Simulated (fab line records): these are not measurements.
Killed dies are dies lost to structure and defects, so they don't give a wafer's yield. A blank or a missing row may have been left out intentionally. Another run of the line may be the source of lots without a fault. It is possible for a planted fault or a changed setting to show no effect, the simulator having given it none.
fab line records	flow n5-finfet
record lots=8	wafers=23	last-day=17
route steps=1938 shown BEOL_M4@1111 BEOL_M5@1193 BEOL_M6@1212 PASSIVATION@1936
lots that met no fault: from a run of the same line without faults
start-h: hours from the record's opening day to when the first of the lot's shown wafers began	wait-h: hours since the lot's step before	" unchanged from the row above	L1.1+2: a row that stands for several wafers	- no value present, or no start provided	* or withheld: withheld	< > ~ a bound
route shown NAME@n: a module of which the file shows steps, and the number in the route of the first	usual: the fault-free wafers' mean and standard deviation	same: alike in all rows	chamber/n: place in a boat	sites: each site's reading	_std_site: the standard deviation of these	_edge_site: outer sites' mean less inner sites'	radius-mm: how far each site lies from the wafer's centre	mask NAME#n: copy n	behind: the tool/chamber that last shaped the wafer	hold: reason for holding the lot/hours on hold/outcome of the hold	device: the n, p or np transistor that did not switch	end of line: tests of these same wafers at the route's end	a step with no rows: only its recipe	killed: dies lost to structure and defects at the first sort, not the wafer's yield	map: shows each die of a wafer: x if killed, . if not, _ if none is there
set.NAME: the run value of the setting; set.NAME@STEP: its run value at that earlier step	model.NAME: the simulator's own value behind a step, which no gauge read
the route's steps for a sample of lots (tables are steps, rows are wafers)
services: a tool's chamber out of use, with start hour (start-h, from the record's first day; less than 0 if before it), hours out, and reason
## steps
# step N5_BEOL_M4_RC_MEAS_101
# usual DIBL_N=35.9/1.9	DIBL_P=35.8/2.4	IOFF_N=0.15/0.031	IOFF_P=0.21/0.037	ION_N=672/13	ION_P=462/8.3	SS_N=71.5/0.72	SS_P=73.2/0.67	VT_N=250/3.4	VT_P=-250/3.4
lot.wafer	tool	chamber	start-h	wait-h	DIBL_N[mV/V]	DIBL_P[mV/V]	IOFF_N[nA/um]	IOFF_P[nA/um]	ION_N[uA/um]	ION_P[uA/um]	SS_N[mV/dec]	SS_P[mV/dec]	VT_N[mV]	VT_P[mV]
L241.2	prober-02	0	184.98	0.2	32.8	33.2	0.11	0.14	650	452	70.8	72.9	255	-258
L241.3	"	0	"	"	33.6	34.1	0.11	0.14	640	435	70.8	73.1	259	-259
L241.5	"	0	"	"	32.4	32.9	0.10	0.13	651	444	70.5	72.6	258	-258
L242.2	prober-02	0	197.24	0.2	35.8	35.0	0.13	0.18	661	453	71.1	72.7	251	-252
L242.5	"	0	"	"	37.4	36.8	0.16	0.22	669	462	72.1	73.6	252	-250
L242.6	"	0	"	"	35.5	34.3	0.13	0.18	669	459	71.0	73.0	252	-251
L246.1	prober-02	0	203.01	0.0	35.9	36.7	0.16	0.22	684	462	70.7	73.4	248	-252
L246.5	"	0	"	"	33.1	32.7	0.11	0.16	657	456	70.2	71.7	252	-254
L246.6	"	0	"	"	36.3	36.9	0.17	0.22	678	460	71.2	73.2	247	-248
L247.3	prober-02	0	205.56	0.3	36.2	38.6	0.18	0.23	695	470	72.5	73.3	245	-250
L247.4	"	0	"	"	39.5	41.0	0.23	0.26	689	451	73.2	75.1	245	-253
L247.6	"	0	"	"	36.9	38.6	0.18	0.21	679	456	72.7	74.0	248	-254
L251.1	prober-01	0	253.06	0.0	38.2	38.1	0.20	0.28	686	473	71.8	74.0	245	-246
L251.3	"	0	"	"	34.0	32.7	0.13	0.19	665	461	70.9	72.1	251	-249
L251.4	"	0	"	"	36.5	35.6	0.17	0.24	675	469	70.3	73.5	250	-246
L258.4	prober-01	0	276.21	0.5	33.1	30.0	0.10	0.14	656	453	71.2	72.4	254	-253
L258.5	"	0	"	"	34.3	32.4	0.12	0.17	669	461	70.8	72.6	252	-255
L259.1	prober-01	0	295.81	0.0	37.3	37.4	0.19	0.26	682	470	71.5	73.0	244	-246
L259.4	"	0	"	"	35.4	36.2	0.16	0.23	676	472	70.8	73.6	247	-248
L259.6	"	0	"	"	35.8	35.8	0.17	0.23	688	471	70.9	72.9	247	-248
L262.3	prober-02	0	313.89	0.3	34.6	33.6	0.13	0.20	674	473	70.6	72.7	250	-251
L262.4	"	0	"	"	36.8	35.7	0.17	0.23	690	475	71.4	73.0	249	-247
L262.6	"	0	"	"	36.9	35.7	0.16	0.23	682	473	71.3	72.5	253	-247
# step N5_BEOL_M5_INSPECT_58
# recipe inspect-instrument=darkfield	mode=post-dep
# usual raw-defect-count=75/25
lot.wafer	tool	chamber	start-h	wait-h	raw-defect-count
L241.2	defect-inspect-02	-	197.87	0.0	61
L241.3	"	-	"	"	110
L241.5	"	-	"	"	79
L242.2	defect-inspect-01	-	210.13	0.0	70
L242.5	"	-	"	"	69
L242.6	"	-	"	"	87
L246.1	defect-inspect-01	-	213.51	0.0	80
L246.5	"	-	"	"	43
L246.6	"	-	"	"	55
L247.3	defect-inspect-02	-	222.57	0.0	96
L247.4	"	-	"	"	107
L247.6	"	-	"	"	108
L251.1	defect-inspect-01	-	267.62	0.0	87
L251.3	"	-	"	"	48
L251.4	"	-	"	"	64
L258.4	defect-inspect-02	-	288.50	0.0	86
L258.5	"	-	"	"	72
L259.1	defect-inspect-02	-	307.31	0.0	100
L259.4	"	-	"	"	70
L259.6	"	-	"	"	58
L262.3	defect-inspect-01	-	326.80	0.0	67
L262.4	"	-	"	"	61
L262.6	"	-	"	"	74
# step N5_BEOL_M6_ETCH_62
# recipe chemistry=N2/H2	target=SOC	target-depth-a=1100	overetch-a=220	mask-material=SiARC	temp-c=40	time-s=165	ion-energy-ev=200	pressure-mtorr=30	source-w=840	bias-w=150	n2-flow-sccm=200	h2-flow-sccm=200
# usual drypump-motor-current-A=5.6/0.55	oes-product-au=0.65/0.06	rf-vpp-V=523.3/2.6	showerhead-plenum-p-Torr=2.52/0.092	throttle-valve-pct=17.95/0.2
lot.wafer	tool	chamber	start-h	wait-h	drypump-motor-current-A	oes-product-au	rf-hours-counter-h	rf-vpp-V	showerhead-plenum-p-Torr	throttle-valve-pct
L241.2	rie-diel-04	2	200.11	0.0	4.9	0.61	212	525.5	2.62	17.88
L241.3	"	1	"	"	5.8	0.71	53	525.4	2.58	18.03
L241.5	"	3	"	"	4.9	0.61	-	518.4	2.44	18.11
L242.2	rie-diel-05	1	211.72	0.0	6.2	0.61	211	519.9	2.41	18.09
L242.5	"	2	"	"	6.5	0.66	-	524.9	2.55	17.78
L242.6	"	3	"	"	5.4	0.63	-	522.2	2.51	17.68
L246.1	rie-diel-04	2	216.97	0.0	4.9	0.60	217	526.6	2.62	17.88
L246.5	"	2	"	"	4.9	0.60	-	525.3	2.62	17.88
L246.6	"	1	"	"	5.8	0.72	-	525.1	2.58	18.04
L247.3	rie-diel-06	2	225.34	0.0	5.6	0.74	39	525.3	2.57	17.45
L247.4	"	0	"	"	6.5	0.83	2	523.0	2.51	17.78
L247.6	"	3	"	"	5.1	0.74	-	523.3	2.49	17.70
L251.1	rie-diel-05	3	271.90	0.0	5.4	0.62	202	524.1	2.50	17.72
L251.3	"	1	"	"	6.2	0.60	227	519.5	2.40	18.11
L251.4	"	0	"	"	5.8	0.61	217	523.2	2.52	18.32
L258.4	rie-diel-05	0	290.87	0.0	5.8	0.70	224	523.2	2.51	18.32
L258.5	"	2	"	"	6.5	0.64	-	525.2	2.54	17.83
L259.1	rie-diel-04	0	309.62	0.0	6.0	0.61	179	524.7	2.65	18.20
L259.4	"	1	"	"	5.8	0.68	93	524.3	2.56	18.09
L259.6	"	1	"	"	5.8	0.69	-	524.9	2.56	18.10
L262.3	rie-diel-06	2	328.62	0.0	5.6	0.70	72	524.0	2.55	17.51
L262.4	"	3	"	"	5.1	0.70	63	520.8	2.47	17.75
L262.6	"	0	"	"	6.4	0.77	-	523.5	2.50	17.81
# step N5_BEOL_M6_STRIP_19
# recipe chemistry=O2	power-w=400	temp-c=40	pressure-mtorr=30	rf-frequency-hz=6e+07	bias-power-w=0	overash-fraction=0.2	o2-flow-sccm=225
# usual drypump-motor-current-A=5.6/0.52	o2-flow-sccm=225.0/0.67	oes-product-au=0.78/0.091	rf-vpp-V=3.7/0.62	showerhead-plenum-p-Torr=2.07/0.073	throttle-valve-pct=16.77/0.23
lot.wafer	tool	chamber	start-h	wait-h	drypump-motor-current-A	o2-flow-sccm	oes-product-au	rf-hours-counter-h	rf-vpp-V	showerhead-plenum-p-Torr	throttle-valve-pct
L241.2	rie-diel-04	2	200.41	0.1	4.9	223.9	0.71	212	3.7	2.17	16.83
L241.3	"	3	"	"	4.9	224.9	0.73	166	3.5	2.01	16.96
L241.5	"	2	"	"	4.8	223.9	0.70	-	3.5	2.17	16.82
L242.2	rie-diel-06	2	212.03	0.1	5.6	224.2	0.88	34	4.4	2.14	16.47
L242.5	"	2	"	"	5.6	224.3	0.88	-	4.0	2.14	16.46
L242.6	"	3	"	"	5.1	225.9	0.90	-	4.1	2.06	16.53
L246.1	rie-diel-04	2	217.27	0.1	4.9	224.5	0.70	217	4.5	2.16	16.83
L246.5	"	0	"	"	6.1	224.6	0.74	-	3.1	2.18	16.79
L246.6	"	3	"	"	4.9	224.6	0.71	-	4.4	2.01	16.97
L247.3	rie-diel-06	3	225.73	0.2	5.1	225.9	0.88	28	4.6	2.06	16.54
L247.4	"	2	"	"	5.6	225.6	0.87	39	2.8	2.14	16.48
L247.6	"	1	"	"	5.6	225.2	0.71	-	2.6	1.92	16.97
L251.1	rie-diel-06	3	272.24	0.1	5.1	225.2	0.86	44	3.4	2.05	16.55
L251.3	"	1	"	"	5.6	225.1	0.71	216	3.5	1.92	17.02
L251.4	"	0	"	"	6.5	224.9	0.95	18	3.8	2.05	16.39
L258.4	rie-diel-05	0	291.17	0.1	5.8	224.4	0.71	224	5.2	2.07	17.13
L258.5	"	1	"	"	6.2	225.5	0.70	-	3.6	1.96	17.00
L259.1	rie-diel-06	1	309.92	0.1	5.6	224.7	0.70	229	4.4	1.91	17.05
L259.4	"	2	"	"	5.6	223.8	0.84	65	3.9	2.13	16.52
L259.6	"	3	"	"	5.1	226.1	0.83	-	3.7	2.05	16.58
L262.3	rie-diel-05	3	328.98	0.1	5.4	224.3	0.70	222	3.1	2.08	16.86
L262.4	"	2	"	"	6.5	225.3	0.74	-	4.4	2.08	16.74
L262.6	"	0	"	"	5.7	226.4	0.69	-	4.1	2.07	17.14
# step N5_BEOL_M6_CD_MEAS_18
# recipe pitch-nm=80	target-cd-nm=40
# usual cd-nm=39.7/0.58
lot.wafer	tool	chamber	start-h	wait-h	cd-nm
L241.2	cd-sem-02	-	200.48	0.1	40.1
L241.3	"	-	"	"	40.3
L241.5	"	-	"	"	39.9
L242.2	cd-sem-03	-	212.10	0.1	40.1
L242.5	"	-	"	"	39.2
L242.6	"	-	"	"	40.0
L246.1	cd-sem-03	-	217.34	0.0	40.2
L246.5	"	-	"	"	39.7
L246.6	"	-	"	"	38.9
L247.3	cd-sem-03	-	225.81	0.1	39.6
L247.4	"	-	"	"	39.7
L247.6	"	-	"	"	39.3
L251.1	cd-sem-02	-	272.32	0.1	39.9
L251.3	"	-	"	"	39.6
L251.4	"	-	"	"	40.8
L258.4	cd-sem-01	-	291.25	0.1	-
L258.5	"	-	"	"	39.1
L259.1	cd-sem-03	-	309.99	0.0	39.6
L259.4	"	-	"	"	40.5
L259.6	"	-	"	"	39.8
L262.3	cd-sem-03	-	329.05	0.1	39.9
L262.4	"	-	"	"	39.3
L262.6	"	-	"	"	40.1
# step N5_BEOL_M6_CD_MEAS_28
# recipe target-cd-nm=40	landing-energy-ev=500	detector=se-inlens
# usual cd-nm=40.04/0.24
lot.wafer	tool	chamber	start-h	wait-h	cd-nm
L241.2	cd-sem-01	0	203.16	-	39.78
L241.3	"	0	"	"	40.38
L241.5	"	0	"	"	40.00
L242.2	cd-sem-03	0	215.69	-	40.19
L242.5	"	0	"	"	40.31
L242.6	"	0	"	"	39.84
L246.1	cd-sem-03	0	217.65	-	39.98
L246.5	"	0	"	"	40.18
L246.6	"	0	"	"	40.02
L247.3	cd-sem-02	0	227.39	-	40.09
L247.4	"	0	"	"	40.19
L247.6	"	0	"	"	40.05
L251.1	cd-sem-03	0	273.89	-	39.89
L251.3	"	0	"	"	39.87
L251.4	"	0	"	"	40.04
L258.4	cd-sem-03	0	291.55	-	39.39
L258.5	"	0	"	"	40.31
L259.1	cd-sem-03	0	311.18	-	40.00
L259.4	"	0	"	"	40.18
L259.6	"	0	"	"	40.03
L262.3	cd-sem-03	0	329.36	-	39.78
L262.4	"	0	"	"	39.85
L262.6	"	0	"	"	40.22
# step N5_BEOL_M6_VIA_ETCH_34
# recipe chemistry=C4F6/O2	target=SiCOH_lowk	target-depth-a=1263	mask-material=SOC	taper-deg=4	time-s=50.9	ion-energy-ev=250	pressure-mtorr=30	source-w=345	bias-w=185	Ar_flow_sccm=300	C4F6_flow_sccm=10	O2_flow_sccm=10
# usual drypump-motor-current-A=5.7/0.53	oes_o_777_au=0.78/0.072	oes-product-au=0.77/0.074	rf-vpp-V=664/16	showerhead-plenum-p-Torr=2.83/0.1	throttle-valve-pct=21.01/0.2
lot.wafer	tool	chamber	start-h	wait-h	drypump-motor-current-A	oes_o_777_au	oes-product-au	rf-hours-counter-h	rf-vpp-V	showerhead-plenum-p-Torr	throttle-valve-pct
L241.2	rie-diel-04	3	204.01	0.0	4.9	0.74	0.73	168	667	2.74	21.19
L241.3	"	1	"	"	5.8	0.88	0.85	55	640	2.90	21.20
L241.5	"	0	"	"	6.1	0.77	0.74	-	657	2.97	21.03
L242.2	rie-diel-04	1	215.99	0.0	5.8	0.87	0.85	59	639	2.90	21.21
L242.5	"	2	"	"	4.9	0.69	0.69	-	681	2.94	21.01
L242.6	"	1	"	"	5.8	0.88	0.84	-	639	2.90	21.21
L246.1	rie-diel-04	2	217.96	0.0	4.9	0.69	0.69	218	682	2.94	21.02
L246.5	"	1	"	"	5.8	0.88	0.84	-	640	2.90	21.20
L246.6	"	0	"	"	6.0	0.77	0.74	-	658	2.97	21.04
L247.3	rie-diel-04	0	227.69	0.0	6.0	0.76	0.74	150	658	2.96	21.02
L247.4	"	1	"	"	5.8	0.86	0.84	63	639	2.90	21.19
L247.6	"	0	"	"	6.0	0.76	0.74	-	658	2.96	21.04
L251.1	rie-diel-06	1	274.20	0.0	5.6	0.73	0.70	216	653	2.60	21.15
L251.3	"	2	"	"	5.6	0.87	0.88	52	668	2.86	20.56
L251.4	"	3	"	"	5.1	0.85	0.86	45	670	2.78	20.78
L258.4	rie-diel-06	0	291.85	0.0	6.5	0.90	0.40	24	663	2.80	20.61
L258.5	"	3	"	"	5.1	0.84	0.85	-	670	2.78	20.77
L259.1	rie-diel-06	3	311.48	0.0	5.1	0.83	0.84	58	669	2.77	20.78
L259.4	"	0	"	"	6.5	0.89	0.90	31	662	2.80	20.75
L259.6	"	3	"	"	5.1	0.83	0.84	-	669	2.77	20.78
L262.3	rie-diel-06	0	330.05	0.0	6.5	0.88	0.89	37	662	2.80	20.79
L262.4	"	1	"	"	5.6	0.70	0.69	237	653	2.59	21.20
L262.6	"	1	"	"	5.6	0.71	0.69	-	654	2.59	21.20
# step N5_BEOL_M6_OCD_MEAS_38
# usual trench-depth-nm=94.6/2
lot.wafer	tool	chamber	start-h	wait-h	trench-depth-nm
L241.2	ocd-02	-	204.26	-	95.3
L241.3	"	-	"	"	93.6
L241.5	"	-	"	"	94.5
L242.2	ocd-01	-	216.24	-	94.4
L242.5	"	-	"	"	90.5
L242.6	"	-	"	"	94.9
L246.1	ocd-02	-	218.20	-	90.5
L246.5	"	-	"	"	94.2
L246.6	"	-	"	"	94.4
L247.3	ocd-01	-	227.94	-	92.1
L247.4	"	-	"	"	92.7
L247.6	"	-	"	"	92.8
L251.1	ocd-02	-	274.44	-	93.0
L251.3	"	-	"	"	96.2
L251.4	"	-	"	"	94.9
L258.4	ocd-02	-	292.10	-	10.0
L258.5	"	-	"	"	96.9
L259.1	ocd-02	-	311.73	-	97.0
L259.4	"	-	"	"	94.9
L259.6	"	-	"	"	95.1
L262.3	ocd-01	-	330.30	-	94.3
L262.4	"	-	"	"	93.6
L262.6	"	-	"	"	93.8
# step N5_BEOL_M6_CD_MEAS_35
# recipe target-cd-nm=40	target-cd-y-nm=28	polarity=opening
# usual cd-nm=39.7/0.58
lot.wafer	tool	chamber	start-h	wait-h	cd-nm
L241.2	cd-sem-01	-	204.41	0.0	40.1
L241.3	"	-	"	"	40.1
L241.5	"	-	"	"	39.6
L242.2	cd-sem-02	-	216.39	0.0	39.4
L242.5	"	-	"	"	39.9
L242.6	"	-	"	"	40.2
L246.1	cd-sem-02	-	218.36	0.0	40.1
L246.5	"	-	"	"	39.6
L246.6	"	-	"	"	38.9
L247.3	cd-sem-03	-	228.09	0.0	40.1
L247.4	"	-	"	"	39.8
L247.6	"	-	"	"	39.6
L251.1	cd-sem-02	-	274.60	0.0	40.3
L251.3	"	-	"	"	39.2
L251.4	"	-	"	"	41.1
L258.4	cd-sem-01	-	292.25	0.0	-
L258.5	"	-	"	"	39.0
L259.1	cd-sem-02	-	312.04	0.0	39.3
L259.4	"	-	"	"	40.0
L259.6	"	-	"	"	39.8
L262.3	cd-sem-02	-	330.45	0.0	39.7
L262.4	"	-	"	"	39.4
L262.6	"	-	"	"	40.2
# step N5_PASSIVATION_PROBE_49
# usual defect-limited-yield=91.6/1.2	killed_at_M0_to_M3=33/9.4	killed_at_M4_up=13/5.2	killed-at-contacts=13/5.6	killed-at-front-end=37/9.5	killed-at-other=4/3.1	killed-dies=99/15	killed-on-rim=13/3.6	killed-open=65/11	killed-short=32/7.5	sort_bin_5_function=4.9/0.77	sort_bin_6_memory=3.1/0.65	sort-n-pass=1081/15	sort-yield-pct=91.6/1.2
# same gross-dies=1180	killed-at-back-side=0	sort_bin_4_leakage[%]=0	sort_bin_8_speed[%]=0
lot.wafer	tool	chamber	start-h	wait-h	defect-limited-yield[%]	killed_at_M0_to_M3	killed_at_M4_up	killed-at-contacts	killed-at-front-end	killed-at-other	killed-dies	killed-on-rim	killed-open	killed-short	sort_bin_5_function[%]	sort_bin_6_memory[%]	sort-n-pass	sort-yield-pct[%]
L242.2	prober-02	-	317.64	0.1	92.4	26	14	12	35	3	90	12	64	26	4.2	3.2	1090	92.4
L242.5	prober-02	-	317.79	0.2	94.0	18	5	14	30	4	71	8	41	30	3.6	2.1	1109	94.0
L242.6	prober-02	-	317.84	0.3	90.8	21	13	22	48	4	108	14	77	30	5.8	3.2	1072	90.8
L247.3	prober-01	-	321.90	0.1	93.1	30	12	3	36	0	81	11	52	24	4.1	2.3	1099	93.1
L247.4	prober-01	-	321.95	0.2	90.8	31	23	7	47	1	109	15	83	26	5.3	3.8	1071	90.8
L247.6	prober-01	-	322.05	0.3	91.7	33	19	5	40	1	98	11	62	36	5.3	2.8	1082	91.7
L246.1	prober-02	-	323.79	0.0	89.9	37	14	9	52	7	119	14	71	46	5.9	3.5	1061	89.9
L246.5	prober-02	-	323.99	0.2	93.2	19	6	17	34	4	80	13	44	35	4.1	2.4	1100	93.2
L246.6	prober-02	-	324.04	0.3	91.1	26	18	14	37	10	105	13	70	35	5.6	3.0	1075	91.1
L258.4	prober-01	-	376.48	0.2	11.4	51	920	11	60	3	1045	106	83	56	83.0	5.0	135	11.4
L258.5	prober-01	-	376.53	0.2	90.5	26	13	15	54	4	112	10	72	40	6.2	3.1	1068	90.5
# killed by level:class
L242.2 MOL_CONTACT_COAG:geometric-particle:open=10 DUMMY_GATE:geometric-particle:open=9 BEOL_M3:geometric-particle:open=7 BEOL_M4:geometric-particle:open=7 BEOL_M0_SAQP:geometric-particle:short=6 FIN_SAQP:geometric-particle:short=4 FIN_SAQP:geometric-particle:open=4 STARTING-WAFER:geometric-particle:short=4
L242.5 FIN_SAQP:geometric-particle:short=10 MOL_CONTACT_COAG:geometric-particle:open=8 MOL_CONTACT_COAG:geometric-particle:short=6 BEOL_M1:geometric-particle:open=6 FIN_SAQP:geometric-particle:open=5 STARTING-WAFER:geometric-particle:open=4 BEOL_M0:geometric-particle:open=3 BEOL_M3:geometric-particle:open=3
L242.6 STI_FIN_REVEAL:geometric-particle:open=17 MOL_CONTACT_COAG:geometric-particle:open=17 FIN_SAQP:geometric-particle:open=8 BEOL_M3:geometric-particle:open=8 FIN_SAQP:geometric-particle:short=6 BEOL_M4:geometric-particle:open=6 MOL_CONTACT_COAG:geometric-particle:short=5 STARTING-WAFER:geometric-particle:open=4
L247.3 FIN_SAQP:geometric-particle:open=9 BEOL_M3:geometric-particle:open=8 BEOL_M2:geometric-particle:open=6 BEOL_M4:geometric-particle:open=5 BEOL_M0_SAQP:geometric-particle:short=5 BEOL_M0:geometric-particle:open=4 BEOL_M4:geometric-particle:short=4 STARTING-WAFER:geometric-particle:open=4
L247.4 STI_FIN_REVEAL:geometric-particle:open=15 BEOL_M3:geometric-particle:open=12 FIN_SAQP:geometric-particle:open=10 BEOL_M4:geometric-particle:open=9 BEOL_M5:geometric-particle:open=8 FIN_SAQP:geometric-particle:short=7 DUMMY_GATE:geometric-particle:open=6 BEOL_M0_SAQP:geometric-particle:open=6
L247.6 FIN_SAQP:geometric-particle:short=12 BEOL_M0_SAQP:geometric-particle:open=10 BEOL_M0_SAQP:geometric-particle:short=8 STI_FIN_REVEAL:geometric-particle:open=7 BEOL_M4:geometric-particle:open=7 BEOL_M2:geometric-particle:open=6 BEOL_M3:geometric-particle:open=6 FIN_SAQP:geometric-particle:open=5
L246.1 FIN_SAQP:geometric-particle:short=13 STI_FIN_REVEAL:geometric-particle:open=12 FIN_SAQP:geometric-particle:open=10 BEOL_M0_SAQP:geometric-particle:open=9 MOL_CONTACT_COAG:geometric-particle:open=9 BEOL_M0_SAQP:geometric-particle:short=9 BEOL_M1:geometric-particle:short=6 BEOL_M4:geometric-particle:open=4
L246.5 MOL_CONTACT_COAG:geometric-particle:open=14 FIN_SAQP:geometric-particle:short=8 FIN_SAQP:geometric-particle:open=6 BEOL_M1:geometric-particle:open=5 SPACER0:geometric-particle:open=4 GATE_CUT:geometric-particle:short=3 MOL_CONTACT_COAG:geometric-particle:short=3 BEOL_M3:geometric-particle:open=3
L246.6 MOL_CONTACT_COAG:geometric-particle:open=13 FIN_SAQP:geometric-particle:short=8 FIN_SAQP:geometric-particle:open=8 BEOL_M4:geometric-particle:open=8 BEOL_M2:geometric-particle:open=8 PASS1_CAP:geometric-particle:open=6 BEOL_M1:geometric-particle:short=6 BEOL_M0_SAQP:geometric-particle:open=5
L258.4 BEOL_M6:area-etch=905 FIN_SAQP:geometric-particle:open=18 FIN_SAQP:geometric-particle:short=16 BEOL_M0_SAQP:geometric-particle:short=12 BEOL_M3:geometric-particle:open=9 MOL_CONTACT_COAG:geometric-particle:open=9 BEOL_M0_SAQP:geometric-particle:open=9 GATE_CUT:geometric-particle:short=8
L258.5 MOL_CONTACT_COAG:geometric-particle:open=15 FIN_SAQP:geometric-particle:short=14 STI_FIN_REVEAL:geometric-particle:open=10 FIN_SAQP:geometric-particle:open=9 BEOL_M0_SAQP:geometric-particle:open=7 BEOL_M0_SAQP:geometric-particle:short=7 BEOL_M3:geometric-particle:open=6 BEOL_M4:geometric-particle:open=5
## services
tool	chamber	start-h	hours	kind
rie-diel-04	3	191.39	5.6	repair
rie-diel-06	0	204.57	-	clean
rie-diel-06	0	204.57	-	consumable-replace:focus-ring
rie-diel-06	0	204.57	14.5	scheduled-down
rie-diel-06	0	204.57	14.5	vent-cycle
rie-diel-05	-	219.24	0.6	repair
rie-diel-06	-	226.50	4.3	pm
rie-diel-06	2	244.62	10.0	repair
rie-diel-05	1	249.20	16.5	repair
rie-diel-04	3	277.18	5.2	repair
rie-diel-04	2	310.68	-	clean
rie-diel-04	2	310.68	-	consumable-replace:focus-ring
rie-diel-04	2	310.68	15.0	scheduled-down
rie-diel-04	2	310.68	15.0	vent-cycle
rie-diel-05	1	327.80	-	clean
rie-diel-05	1	327.80	-	consumable-replace:focus-ring
rie-diel-05	1	327.80	-	consumable-replace:showerhead
rie-diel-05	1	327.80	14.5	scheduled-down
rie-diel-05	1	327.80	14.5	vent-cycle
rie-diel-04	-	328.49	15.6	pm
## key
first-sign step=N5_BEOL_M6_CD_MEAS_18	reading=cd-nm	direction=missing
effect step=N5_BEOL_M6_VIA_ETCH_34	reading=oes-product-au	direction=down	sigmas=5	usual=0.77	struck=0.40
effect step=N5_BEOL_M6_OCD_MEAS_38	reading=trench-depth-nm	direction=down	sigmas=43	usual=94.6	struck=10.0
effect step=N5_BEOL_M6_CD_MEAS_35	reading=cd-nm	direction=missing
effect step=N5_PASSIVATION_PROBE_49	reading=killed_at_M4_up	direction=up	sigmas=99+	usual=13	struck=920
more-kills-born-at N5_BEOL_M6_ETCH_62@rie-diel-05=905
met-at N5_BEOL_M6_ETCH_62
struck-lots L258
struck-wafers L258.4
later-rows-left-out L258.4
not-acting-at N5_BEOL_M5_INSPECT_58,N5_BEOL_M6_STRIP_19,N5_BEOL_M6_CD_MEAS_28
onset-between 271.90 290.87
fault kind=process-parameter-drift	tool=rie-diel-05	chamber=-	onset-h=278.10	steps=N5_BEOL_M6_ETCH_62	channel=time-s	offset=*	shape=step	end-h=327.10	scope=struck-wafers-only	acts-in=*	stated=*
# later-rows-left-out: the simulator's readings of these wafers behind a module that went badly wrong aren't trusted and aren't shown, but for the sort
